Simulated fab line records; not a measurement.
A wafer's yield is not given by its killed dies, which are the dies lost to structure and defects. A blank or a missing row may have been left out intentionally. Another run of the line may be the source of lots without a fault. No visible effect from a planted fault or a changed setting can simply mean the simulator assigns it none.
Chamber matching -- flow nandHarc -- NHARC_P_ZERO_WELL_ETCH_63 on rieSi-03: 4 sister chambers
The step etches the open film in HBr/Cl2, target depth 120 nm, time 40.1 s. 14 wafers are shown with their chamber, then 7 later ones without.

## WAFERS PAIRED WITH THEIR CHAMBERS
wafer,chamber,drypumpMotorCurrentA (A),oesProductAu (a.u.),throttleValvePct (%)
L457.2,0,6.0,1.011,26.406
L457.3,3,6.5,1.007,26.384
L457.6,2,5.9,0.996,26.416
L464.1,1,6.6,0.982,26.412
L464.3,3,6.5,1.013,26.423
L464.5,3,6.4,1.022,26.399
L465.2,2,5.8,1.015,26.406
L465.3,1,6.5,1.003,26.395
L465.6,3,6.4,1.019,26.400
L469.1,2,5.8,1.004,26.420
L469.2,1,6.6,0.989,26.407
L469.5,1,6.6,0.999,26.409
L472.1,3,6.5,1.024,26.396
L472.2,0,6.0,1.011,26.409

SIGNATURES, as means of the wafers listed above
reading,chamber 0,chamber 1,chamber 2,chamber 3,scatter within a chamber
drypumpMotorCurrentA,6.000,6.575,5.833,6.460,0.0512
oesProductAu,1.01100,0.99325,1.00500,1.01700,0.00805
throttleValvePct,26.40750,26.40575,26.41400,26.40040,0.0104
Rule: a wafer lies at a distance from a chamber equal to the root of the sum of squares, over the readings, of (its reading less the chamber's mean, divided by the reading's scatter). The wafer belongs to the nearest chamber; if the next one is less than 2 further off, it can't be placed. The scatter is the square root of a quotient: the sum, over the shown wafers, of each reading's squared deviation from its chamber's mean, divided by wafers minus chambers.

## WAFERS WITH NO CHAMBER GIVEN
wafer,drypumpMotorCurrentA (A),oesProductAu (a.u.),throttleValvePct (%)
L472.4,5.8,1.004,26.406
L478.1,6.5,1.005,26.393
L478.4,5.8,0.987,26.416
L478.5,6.5,0.997,26.396
L480.3,6.0,0.985,26.421
L480.5,6.0,0.976,26.404
L480.6,6.5,0.987,26.398

## WHICH CHAMBER EACH WENT THROUGH
wafer,from the rows above,in truth
L472.4,2,2
L478.1,can't be placed: 3 or 1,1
L478.4,2,2
L478.5,can't be placed: 1 or 3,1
L480.3,can't be placed: 0 or 2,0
L480.5,can't be placed: 0 or 2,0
L480.6,can't be placed: 1 or 3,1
2 of 7 placed correctly. Unplaceable from these rows: 5, with the true chamber sitting among the candidates in 5. Wrongly placed: 0.
